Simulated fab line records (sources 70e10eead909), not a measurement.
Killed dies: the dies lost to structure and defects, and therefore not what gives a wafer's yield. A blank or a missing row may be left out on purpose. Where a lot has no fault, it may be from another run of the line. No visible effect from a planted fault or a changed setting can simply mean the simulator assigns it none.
Chamber matching | flow nand-harc | 3 sister chambers for NHARC_A_CONTACT_DEP_85 on pecvd-01
The step deposits SiON, target thk 60 nm. 6 wafers are shown with their chamber, then 7 later ones without.

WAFERS PAIRED WITH THEIR CHAMBERS
wafer  | chamber | heater-power-w (W) | chamber-pressure-Torr (Torr)
L086.2 | 0       | 780                | 3.492
L086.4 | 0       | 813                | 3.491
L088.4 | 1       | 703                | 3.499
L088.5 | 2       | 660                | 3.504
L089.2 | 2       | 673                | 3.501
L089.3 | 1       | 625                | 3.489

WAFERS WITHOUT THEIR CHAMBER
wafer  | heater-power-w (W) | chamber-pressure-Torr (Torr)
L089.4 | 630                | 3.488
L091.2 | 817                | 3.507
L091.4 | 662                | 3.503
L091.5 | 821                | 3.501
L095.1 | 622                | 3.488
L095.3 | 897                | 3.505
L095.5 | 618                | 3.492

THE CHAMBER EACH PASSED THROUGH
wafer  | from the rows above          | in truth
L089.4 | can't be placed: 1 or 2      | 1
L091.2 | can't be placed: 0 or 2 or 1 | 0
L091.4 | can't be placed: 2 or 1      | 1
L091.5 | 0                            | 0
L095.1 | can't be placed: 1 or 2      | 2
L095.3 | 0                            | 0
L095.5 | can't be placed: 1 or 2      | 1
Correct placement for 2 of the 7. Not placeable from these rows: 5 (in 5, the candidates include the true chamber). 0 placed wrongly.
How it was worked out, from the rows above alone: a wafer's distance from a chamber is the root of the sum, over the readings, of the square of ((its reading less the chamber's mean) divided by the reading's scatter). If the next closest chamber is less than 2 further off than the closest, the wafer can't be placed; otherwise it belongs to the closest. Each chamber's mean is taken over the wafers shown for it. The scatter: the root of (the sum of the squares of (reading less its chamber's mean) over the shown wafers, divided by (wafers less chambers)).
